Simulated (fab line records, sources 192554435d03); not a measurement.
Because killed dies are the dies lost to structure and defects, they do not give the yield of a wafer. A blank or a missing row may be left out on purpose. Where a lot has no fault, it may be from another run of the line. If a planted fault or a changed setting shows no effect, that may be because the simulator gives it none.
What tool caused it? / flow n5_finfet / 39 wafers from 13 lots sampled at 3 of the route's 1938 steps

== WHAT THE GAUGES SHOWED, per wafer ==
Not one reading of a measure or inspect step in the record can be checked against a usual standard deviation.

== TOOL THAT RAN EACH LOT (tool first, then ch and the chambers of the sampled wafers, then the start) ==
lot=L519; N5_BEOL_M1_SPUTTER_48=pvd_sputter-03, day 6 02:35; N5_PASSIVATION_AL_ETCH_33=rie_metal-01 ch 0,1, day 12 03:38; N5_PASSIVATION_PROBE_49=prober-02, day 12 08:19
lot=L520; N5_BEOL_M1_SPUTTER_48=pvd_sputter-02, day 6 14:34; N5_PASSIVATION_AL_ETCH_33=rie_metal-01 ch 0,1, day 12 14:27; N5_PASSIVATION_PROBE_49=-
lot=L522; N5_BEOL_M1_SPUTTER_48=pvd_sputter-02, day 7 01:49; N5_PASSIVATION_AL_ETCH_33=rie_metal-02 ch 0,1, day 14 00:44; N5_PASSIVATION_PROBE_49=-
lot=L524; N5_BEOL_M1_SPUTTER_48=pvd_sputter-01, day 7 18:58; N5_PASSIVATION_AL_ETCH_33=rie_metal-03 ch 0,1, day 13 23:13; N5_PASSIVATION_PROBE_49=-
lot=L526; N5_BEOL_M1_SPUTTER_48=pvd_sputter-01, day 7 21:26; N5_PASSIVATION_AL_ETCH_33=rie_metal-02 ch 0,1, day 14 05:43; N5_PASSIVATION_PROBE_49=-
lot=L527; N5_BEOL_M1_SPUTTER_48=pvd_sputter-01, day 8 03:05; N5_PASSIVATION_AL_ETCH_33=rie_metal-03 ch 0,1, day 14 04:46; N5_PASSIVATION_PROBE_49=-
lot=L529; N5_BEOL_M1_SPUTTER_48=pvd_sputter-02, day 8 20:55; N5_PASSIVATION_AL_ETCH_33=rie_metal-01 ch 0,1, day 14 21:23; N5_PASSIVATION_PROBE_49=prober-01, day 15 03:49
lot=L534; N5_BEOL_M1_SPUTTER_48=pvd_sputter-03, day 10 03:49; N5_PASSIVATION_AL_ETCH_33=rie_metal-02 ch 0,1, day 15 19:15; N5_PASSIVATION_PROBE_49=-
lot=L535; N5_BEOL_M1_SPUTTER_48=pvd_sputter-03, day 10 09:47; N5_PASSIVATION_AL_ETCH_33=rie_metal-03 ch 0,1, day 16 09:58; N5_PASSIVATION_PROBE_49=prober-01, day 16 14:47
lot=L536; N5_BEOL_M1_SPUTTER_48=pvd_sputter-03, day 10 13:44; N5_PASSIVATION_AL_ETCH_33=rie_metal-03 ch 0,1, day 16 02:27; N5_PASSIVATION_PROBE_49=prober-01, day 16 07:25
lot=L537; N5_BEOL_M1_SPUTTER_48=pvd_sputter-01, day 10 18:32; N5_PASSIVATION_AL_ETCH_33=rie_metal-02 ch 0,1, day 17 04:52; N5_PASSIVATION_PROBE_49=-
lot=L541; N5_BEOL_M1_SPUTTER_48=pvd_sputter-01, day 12 03:58; N5_PASSIVATION_AL_ETCH_33=rie_metal-02 ch 1, day 17 20:04; N5_PASSIVATION_PROBE_49=-
lot=L542; N5_BEOL_M1_SPUTTER_48=pvd_sputter-03, day 12 13:44; N5_PASSIVATION_AL_ETCH_33=rie_metal-02 ch 0,1, day 18 01:25; N5_PASSIVATION_PROBE_49=-
- N5_BEOL_M1_SPUTTER_48: material Cu, target thk 4.5 nm, time 8.29 s.
- N5_PASSIVATION_AL_ETCH_33: etches Al in Cl2/BCl3, stops on TaN, target depth 2800 nm, time 466.7 s.
- N5_PASSIVATION_PROBE_49

== AS READ BY THE TOOLS THEMSELVES (means over the sampled wafers that have a number; for cases with no such wafer, the mark the record gives instead) ==
N5_BEOL_M1_SPUTTER_48.
lot=L519; tool=pvd_sputter-03; chamber_pressure_pa (Pa)=0.07; throttle_valve_pct (%)=29.6
lot=L520; tool=pvd_sputter-02; chamber_pressure_pa (Pa)=0.07; throttle_valve_pct (%)=30.2
lot=L522; tool=pvd_sputter-02; chamber_pressure_pa (Pa)=0.07; throttle_valve_pct (%)=30.3
lot=L524; tool=pvd_sputter-01; chamber_pressure_pa (Pa)=0.07; throttle_valve_pct (%)=31.7
lot=L526; tool=pvd_sputter-01; chamber_pressure_pa (Pa)=0.07; throttle_valve_pct (%)=31.0
lot=L527; tool=pvd_sputter-01; chamber_pressure_pa (Pa)=0.07; throttle_valve_pct (%)=31.1
lot=L529; tool=pvd_sputter-02; chamber_pressure_pa (Pa)=0.07; throttle_valve_pct (%)=30.8
lot=L534; tool=pvd_sputter-03; chamber_pressure_pa (Pa)=0.07; throttle_valve_pct (%)=29.6
lot=L535; tool=pvd_sputter-03; chamber_pressure_pa (Pa)=0.07; throttle_valve_pct (%)=29.6
lot=L536; tool=pvd_sputter-03; chamber_pressure_pa (Pa)=0.07; throttle_valve_pct (%)=30.2
lot=L537; tool=pvd_sputter-01; chamber_pressure_pa (Pa)=0.07; throttle_valve_pct (%)=31.2
lot=L541; tool=pvd_sputter-01; chamber_pressure_pa (Pa)=0.07; throttle_valve_pct (%)=31.1
lot=L542; tool=pvd_sputter-03; chamber_pressure_pa (Pa)=0.07; throttle_valve_pct (%)=29.7

N5_PASSIVATION_AL_ETCH_33.
lot=L519; tool=rie_metal-01; drypump_motor_current_A (A)=5.3; oes_product_au (a.u.)=0.73; throttle_valve_pct (%)=34.32
lot=L520; tool=rie_metal-01; drypump_motor_current_A (A)=5.3; oes_product_au (a.u.)=0.73; throttle_valve_pct (%)=34.29
lot=L522; tool=rie_metal-02; drypump_motor_current_A (A)=5.6; oes_product_au (a.u.)=0.73; throttle_valve_pct (%)=34.32
lot=L524; tool=rie_metal-03; drypump_motor_current_A (A)=5.4; oes_product_au (a.u.)=0.73; throttle_valve_pct (%)=34.00
lot=L526; tool=rie_metal-02; drypump_motor_current_A (A)=5.6; oes_product_au (a.u.)=0.70; throttle_valve_pct (%)=34.07
lot=L527; tool=rie_metal-03; drypump_motor_current_A (A)=5.4; oes_product_au (a.u.)=0.73; throttle_valve_pct (%)=33.99
lot=L529; tool=rie_metal-01; drypump_motor_current_A (A)=5.3; oes_product_au (a.u.)=0.74; throttle_valve_pct (%)=34.17
lot=L534; tool=rie_metal-02; drypump_motor_current_A (A)=5.6; oes_product_au (a.u.)=0.71; throttle_valve_pct (%)=34.05
lot=L535; tool=rie_metal-03; drypump_motor_current_A (A)=5.4; oes_product_au (a.u.)=0.70; throttle_valve_pct (%)=34.03
lot=L536; tool=rie_metal-03; drypump_motor_current_A (A)=5.7; oes_product_au (a.u.)=0.67; throttle_valve_pct (%)=34.14
lot=L537; tool=rie_metal-02; drypump_motor_current_A (A)=5.6; oes_product_au (a.u.)=0.68; throttle_valve_pct (%)=34.09
lot=L541; tool=rie_metal-02; drypump_motor_current_A (A)=5.8; oes_product_au (a.u.)=0.74; throttle_valve_pct (%)=34.50
lot=L542; tool=rie_metal-02; drypump_motor_current_A (A)=5.7; oes_product_au (a.u.)=0.71; throttle_valve_pct (%)=34.30

N5_PASSIVATION_PROBE_49.
lot=L519; tool=prober-02; defect_limited_yield (%)=91.9; killed_at_M0_to_M3=43; killed_at_M4_up=13; killed_at_contacts=15; killed_at_front_end=23; killed_at_other=3; killed_dies=96; killed_open=71; killed_short=25; sort_bin_5_function (%)=4.8; sort_bin_6_memory (%)=3.1; sort_bin_8_speed (%)=0.00; sort_n_pass=1084; sort_yield_pct (%)=91.9
lot=L529; tool=prober-01; defect_limited_yield (%)=88.6; killed_at_M0_to_M3=77; killed_at_M4_up=12; killed_at_contacts=9; killed_at_front_end=32; killed_at_other=5; killed_dies=135; killed_open=50; killed_short=26; sort_bin_5_function (%)=6.9; sort_bin_6_memory (%)=3.1; sort_bin_8_speed (%)=0.00; sort_n_pass=1045; sort_yield_pct (%)=88.6
lot=L535; tool=prober-01; defect_limited_yield (%)=91.9; killed_at_M0_to_M3=39; killed_at_M4_up=13; killed_at_contacts=8; killed_at_front_end=31; killed_at_other=5; killed_dies=96; killed_open=60; killed_short=36; sort_bin_5_function (%)=4.8; sort_bin_6_memory (%)=3.1; sort_bin_8_speed (%)=0.00; sort_n_pass=1084; sort_yield_pct (%)=91.9
lot=L536; tool=prober-01; defect_limited_yield (%)=91.8; killed_at_M0_to_M3=42; killed_at_M4_up=15; killed_at_contacts=9; killed_at_front_end=31; killed_at_other=0; killed_dies=97; killed_open=68; killed_short=29; sort_bin_5_function (%)=5.3; sort_bin_6_memory (%)=2.6; sort_bin_8_speed (%)=0.00; sort_n_pass=1083; sort_yield_pct (%)=91.8

== THE ANSWER, worked out from the rows above alone ==
Rule: what is usual is taken from the lots themselves. The widest of any qualifying gaps counts: lots, ordered by their means at a reading, are off when they make up no more than a third of the lots, leave a main group of 4 or more, and stand apart from it by 3 or more times the standard deviation of that group's means. A main group whose means are all the same, to the digits that the tables above print for the reading, isn't used. Also off: a lot with no number at a reading for which 4 or more lots have one. The other lots that the step has rows for count as sound. First the gauges in route order, then the tools' own readings, where a lot's mean is used as printed above. At the first step where some lot is off, the reading lying furthest off is the one used; lots without a number count as furthest.
No lot is off at any reading shown: from this, nothing can be told.

== WHAT HAD BEEN PUT IN BY THE SIMULATOR ==
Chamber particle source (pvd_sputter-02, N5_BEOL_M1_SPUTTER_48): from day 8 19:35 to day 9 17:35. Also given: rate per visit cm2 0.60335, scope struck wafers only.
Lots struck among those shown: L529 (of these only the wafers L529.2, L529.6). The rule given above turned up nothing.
